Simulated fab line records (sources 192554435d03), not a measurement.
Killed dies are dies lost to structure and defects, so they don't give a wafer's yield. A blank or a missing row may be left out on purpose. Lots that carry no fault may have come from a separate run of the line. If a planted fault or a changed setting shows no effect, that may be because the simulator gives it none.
Lot-split experiment :: flow n5-finfet :: route with 1938 steps; 7 lots, 21 wafers read

ON THE SPLIT
At N5_SD_EPI_N_EPI_21 (deposits Si:P, time 690 s), the setting epi-growth-time-s was moved away from the recipe's 690 s on 8 of the 21 wafers read, by -10.5% to +6.3%. The other wafers ran this setting at the recipe's value.

FROM THE SPLIT TO THE READING: what the file shows between them, 5 steps
- N5_SD_EPI_P_COAT_34: time 60 s, resist thk 350 nm (also split here: spin-rpm)
- N5_SD_EPI_P_COAT_35: time 60 s, resist thk 35 nm
- N5_SD_EPI_P_COAT_03: resist thk 150 nm
- N5_SD_ACTIVATION_RTA_00: time 0 s
- N5_SD_ACTIVATION_LSA_01: time 0.0008 s

THE READING
At N5_SD_ACTIVATION_RS_MEAS_03, a four-point-probe measurement gives RS_SD_N in ohm/sq. Typical for fault-free wafers on this fab line: 21.9 ohm/sq, with standard deviation 0.34 ohm/sq.

wafer: L078.2
tool, chamber at the split: epi-rpcvd-01, 0
epi-growth-time-s as run, s: 617.7
against the recipe: -10.5%
RS_SD_N, ohm/sq: 23.9
against lot-mates on the recipe: +1.6

wafer: L078.5
tool, chamber at the split: epi-rpcvd-01, 0
epi-growth-time-s as run, s: 690
against the recipe: recipe
RS_SD_N, ohm/sq: 22.3
against lot-mates on the recipe: -

wafer: L078.6
tool, chamber at the split: epi-rpcvd-01, 0
epi-growth-time-s as run, s: 617.7
against the recipe: -10.5%
RS_SD_N, ohm/sq: 23.6
against lot-mates on the recipe: +1.3

wafer: L080.2
tool, chamber at the split: epi-rpcvd-01, 0
epi-growth-time-s as run, s: 690
against the recipe: recipe
RS_SD_N, ohm/sq: 22.1
against lot-mates on the recipe: -

wafer: L080.4
tool, chamber at the split: epi-rpcvd-01, 0
epi-growth-time-s as run, s: 690
against the recipe: recipe
RS_SD_N, ohm/sq: 21.8
against lot-mates on the recipe: -

wafer: L080.5
tool, chamber at the split: epi-rpcvd-01, 0
epi-growth-time-s as run, s: 690
against the recipe: recipe
RS_SD_N, ohm/sq: 21.6
against lot-mates on the recipe: -

wafer: L081.1
tool, chamber at the split: epi-rpcvd-02, 0
epi-growth-time-s as run, s: 661.5
against the recipe: -4.1%
RS_SD_N, ohm/sq: 22.7
against lot-mates on the recipe: no lot-mate on the recipe

wafer: L081.3
tool, chamber at the split: epi-rpcvd-02, 0
epi-growth-time-s as run, s: 661.5
against the recipe: -4.1%
RS_SD_N, ohm/sq: 22.6
against lot-mates on the recipe: no lot-mate on the recipe

wafer: L081.4
tool, chamber at the split: epi-rpcvd-02, 0
epi-growth-time-s as run, s: 661.5
against the recipe: -4.1%
RS_SD_N, ohm/sq: 22.3
against lot-mates on the recipe: no lot-mate on the recipe

wafer: L082.1
tool, chamber at the split: epi-rpcvd-03, 0
epi-growth-time-s as run, s: 712.2
against the recipe: +3.2%
RS_SD_N, ohm/sq: 21.6
against lot-mates on the recipe: -0.4

wafer: L082.3
tool, chamber at the split: epi-rpcvd-03, 0
epi-growth-time-s as run, s: 690
against the recipe: recipe
RS_SD_N, ohm/sq: 22.1
against lot-mates on the recipe: -

wafer: L082.4
tool, chamber at the split: epi-rpcvd-03, 0
epi-growth-time-s as run, s: 690
against the recipe: recipe
RS_SD_N, ohm/sq: 21.8
against lot-mates on the recipe: -

wafer: L084.1
tool, chamber at the split: epi-rpcvd-01, 0
epi-growth-time-s as run, s: 645.8
against the recipe: -6.4%
RS_SD_N, ohm/sq: 22.7
against lot-mates on the recipe: +0.6

wafer: L084.2
tool, chamber at the split: epi-rpcvd-01, 0
epi-growth-time-s as run, s: 690
against the recipe: recipe
RS_SD_N, ohm/sq: 22.0
against lot-mates on the recipe: -

wafer: L084.5
tool, chamber at the split: epi-rpcvd-01, 0
epi-growth-time-s as run, s: 690
against the recipe: recipe
RS_SD_N, ohm/sq: 22.3
against lot-mates on the recipe: -

wafer: L093.3
tool, chamber at the split: epi-rpcvd-03, 0
epi-growth-time-s as run, s: 690
against the recipe: recipe
RS_SD_N, ohm/sq: 21.6
against lot-mates on the recipe: -

wafer: L093.4
tool, chamber at the split: epi-rpcvd-03, 0
epi-growth-time-s as run, s: 733.5
against the recipe: +6.3%
RS_SD_N, ohm/sq: 20.6
against lot-mates on the recipe: -0.9

wafer: L093.5
tool, chamber at the split: epi-rpcvd-03, 0
epi-growth-time-s as run, s: 690
against the recipe: recipe
RS_SD_N, ohm/sq: 21.3
against lot-mates on the recipe: -

wafer: L094.2
tool, chamber at the split: epi-rpcvd-02, 0
epi-growth-time-s as run, s: 690
against the recipe: recipe
RS_SD_N, ohm/sq: 21.5
against lot-mates on the recipe: -

wafer: L094.3
tool, chamber at the split: epi-rpcvd-02, 0
epi-growth-time-s as run, s: 690
against the recipe: recipe
RS_SD_N, ohm/sq: 21.5
against lot-mates on the recipe: -

wafer: L094.4
tool, chamber at the split: epi-rpcvd-02, 0
epi-growth-time-s as run, s: 690
against the recipe: recipe
RS_SD_N, ohm/sq: 21.2
against lot-mates on the recipe: -

THE FIT
A straight line over all 21 wafers: RS_SD_N changes by -0.177 ohm/sq for each +1% of epi-growth-time-s; r = -0.91; the points scatter about the line by 0.32 ohm/sq.
The same after taking each lot's own level away (the mean of its wafers on the recipe; 18 wafers): -0.13 ohm/sq for each +1%; r = -0.96; scatter 0.17 ohm/sq.
That fit puts the effect of the largest move of epi-growth-time-s on the reading at 1.4 ohm/sq.
The span of the lots' own levels, 21.40 to 22.30 ohm/sq, comes to 2.6 times the standard deviation stated above.
Thus the slope moves with the lot-to-lot level: the two fits are different.
Check: +1.22 ohm/sq against its lot-mates is what the line predicts for one of the wafers moved furthest among these (-10.5%) when that wafer is left out of the fit. Against them it came out at +1.6 ohm/sq.

FURTHER SPLITS ON THESE WAFERS
Before the reading, these wafers also passed through other splits. Each is held against what the fit with the lots' levels taken away leaves over:
other split on the same wafers: N5_ZERO_LAYER_EXPOSE_08 dose-mj
wafers away from the commonest value: 7
r with RS_SD_N (lot level and that fit taken away): -0.23

other split on the same wafers: N5_WELL_APT_COAT_02 spin-rpm
wafers away from the commonest value: 4
r with RS_SD_N (lot level and that fit taken away): +0.22

other split on the same wafers: N5_FIN_SAQP_EXPOSE_13 dose-mj
wafers away from the commonest value: 9
r with RS_SD_N (lot level and that fit taken away): -0.03

other split on the same wafers: N5_FIN_SAQP_MANDREL_ETCH_22 icp-w
wafers away from the commonest value: 8
r with RS_SD_N (lot level and that fit taken away): -0.04

other split on the same wafers: N5_FIN_SAQP_FIN_ETCH_36 bias-w
wafers away from the commonest value: 8
r with RS_SD_N (lot level and that fit taken away): +0.01

other split on the same wafers: N5_SPACER0_ALD_00 ald-cycles
wafers away from the commonest value: 8
r with RS_SD_N (lot level and that fit taken away): -0.05

other split on the same wafers: N5_SD_EPI_P_COAT_34 spin-rpm
wafers away from the commonest value: 7
r with RS_SD_N (lot level and that fit taken away): -0.02

THE WHOLE CHAIN: every reading that the file lists as answering this split, in the file's order
step: N5_SD_EPI_N_EPI_21
what it does: deposits Si:P, time 690 s
reading: Si-P_of_SD_EPI_N_EPI_21.thk-nm (the simulator's own value, which no gauge read)
change (the file's fit): +0.35 nm for each +1% of the setting
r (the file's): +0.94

step: N5_SD_ACTIVATION_RS_MEAS_03
what it does: measures by four-point-probe
reading: RS_SD_N
change (the file's fit): -0.13 for each +1% of the setting
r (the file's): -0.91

THE FILE'S OWN FIT
RS_SD_N changes by -0.13 ohm/sq for each +1% of epi-growth-time-s, r = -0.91.
